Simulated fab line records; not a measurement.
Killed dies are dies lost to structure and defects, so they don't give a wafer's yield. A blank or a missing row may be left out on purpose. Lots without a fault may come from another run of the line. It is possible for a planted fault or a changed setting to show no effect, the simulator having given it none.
Comparing a struck lot with a sound one    flow n5Finfet    16 steps out of a route of 1938
Sound: these wafers, L397.3, L397.4, L397.6. Struck: wafer L388.3. (L388.2, L388.4 of the same lot were not struck and are left out.) The cause comes at the end.
For every step that has rows: the tool of each side, followed by ch and its chambers, followed by its first start. Under that, the readings that differ: sound wafers    struck wafers    difference of the means    sigmas: that difference in standard deviations of wafers without a fault.
alike: same words and numbers on both sides, and readings whose means sit less than 2 such deviations apart. not compared: any withheld reading, any reading some wafer has no value for, any bound like >300 that may hide the same value, and any number with overlapping values for which the record gives no deviation.
Wherever a step has rows on one side only, a row that says differs or no value, or a row with sigmas, the two part there. Numbers that don't overlap but have no deviation are shown without sigmas and don't part them. A reading that every wafer of one side lacks parts them only if that side has two wafers or more.

first, 1 step without rows for these wafers: N5_BEOL_M3_ETCH_41 (etches SiCN in CH3F/O2, target depth 29.9 nm, time 52.5 s).
N5_BEOL_M3_STRIP_97: strips in N2/H2, time 10 s.
  sound on rieDiel-01 ch 0,2,3; struck on rieDiel-05 ch 3
reading     sound           struck  difference  sigmas
rfVppV (V)  58.6 58.2 59.0  60.7    +2.1        +2
  alike: drypumpMotorCurrentA, oesProductAu, showerheadPlenumPTorr, tempC, throttleValvePct
  not compared: rfHoursCounterH
N5_BEOL_M3_OCD_MEAS_38:
  sound on ocd-02, day 12 09:13; struck on ocd-01, day 9 11:00
  alike: trenchDepthNm
then, 4 steps without rows for these wafers: N5_BEOL_M3_HM_STRIP_39 (strips TiN in peroxide tin strip, target depth 25 nm, time 158 s); N5_BEOL_M3_SRD_40 (time 30 s); N5_BEOL_M3_PRECLEAN_42 (cleans in residue remover, time 60 s); N5_BEOL_M3_SRD_43 (time 30 s).
N5_BEOL_M3_CD_MEAS_35: target cd 18 nm, target cd y 21 nm.
  sound on cdSem-03, day 12 09:22; struck on cdSem-02, day 9 11:09
  alike: cdNm
N5_BEOL_M3_DEGAS_44: time 60 s.
  sound on pvdSputter-01, day 12 09:24; struck on pvdSputter-03, day 9 11:40
  alike: heaterPowerW
then, 1 step without rows for these wafers: N5_BEOL_M3_PRE_CLEAN_45 (time 30 s).
N5_BEOL_M3_ALD_84: deposits TaN, pulse time 2 s, purge time 3 s, co reactant purge time 2 s.
  sound on aldMetal-02 ch 0,2,3, day 12 09:30; struck on aldMetal-02 ch 0, day 9 11:46
reading                     sound              struck  difference  sigmas
chamberPressureTorr (Torr)  2.996 3.003 2.990  3.011   +0.015      +2
  alike: heaterPowerW, precursorVesselCarrierSccm
N5_BEOL_M3_SURFACE_TREAT_85:
  sound on pvdSputter-03, day 12 10:46; struck on pvdSputter-03, day 9 12:04
  not compared: pressureMtorr, throttleValvePct
N5_BEOL_M3_CVD_47: deposits Co from CCTBA/H2, target thk 3 nm, time 223.8 s.
  sound on cvdCo-01 ch 1,2, day 12 10:49; struck on cvdCo-01 ch 1, day 9 12:10
reading         sound              struck  difference  sigmas
runLengthS (s)  246.4 247.8 247.1  321.9   +74.8       +99 or more
  alike: chamberPressureTorr
N5_BEOL_M3_SPUTTER_48: material Cu, target thk 4.5 nm, time 8.29 s.
  sound on pvdSputter-03, day 12 11:12; struck on pvdSputter-01, day 9 12:19
  alike: throttleValvePct
N5_BEOL_M4_RC_MEAS_101:
  sound on prober-02 ch 0, day 13 02:46; struck on prober-02 ch 0, day 10 06:40
  alike: DIBL_N, DIBL_P, IOFF_N, IOFF_P, ION_N, ION_P, SS_N, SS_P, VT_N, VT_P
-- a jump in the record: the struck wafers' starts before and after are 5 days apart (it breaks off in module BEOL_M4 and resumes in module PASSIVATION, where the first step shown is number 1936 of the route) --
N5_PASSIVATION_PROBE_49:
  sound on prober-01, day 17 12:07; struck on prober-02, day 15 00:27
  alike: defectLimitedYield, killed_at_M0_to_M3, killed_at_M4_up, killedAtContacts, killedAtFrontEnd, killedAtOther, killedDies, killedOpen, killedShort, sort_bin_5_function, sort_bin_6_memory, sort_bin_8_speed, sortNPass, sortYieldPct

== WHERE THEY PART ==
At N5_BEOL_M3_STRIP_97 first; at N5_BEOL_M3_CVD_47 last (within this record only). Later steps at which nothing parts them and some readings are alike: N5_BEOL_M3_SPUTTER_48, N5_BEOL_M4_RC_MEAS_101, N5_PASSIVATION_PROBE_49.

WHY: what had been put in by the simulator
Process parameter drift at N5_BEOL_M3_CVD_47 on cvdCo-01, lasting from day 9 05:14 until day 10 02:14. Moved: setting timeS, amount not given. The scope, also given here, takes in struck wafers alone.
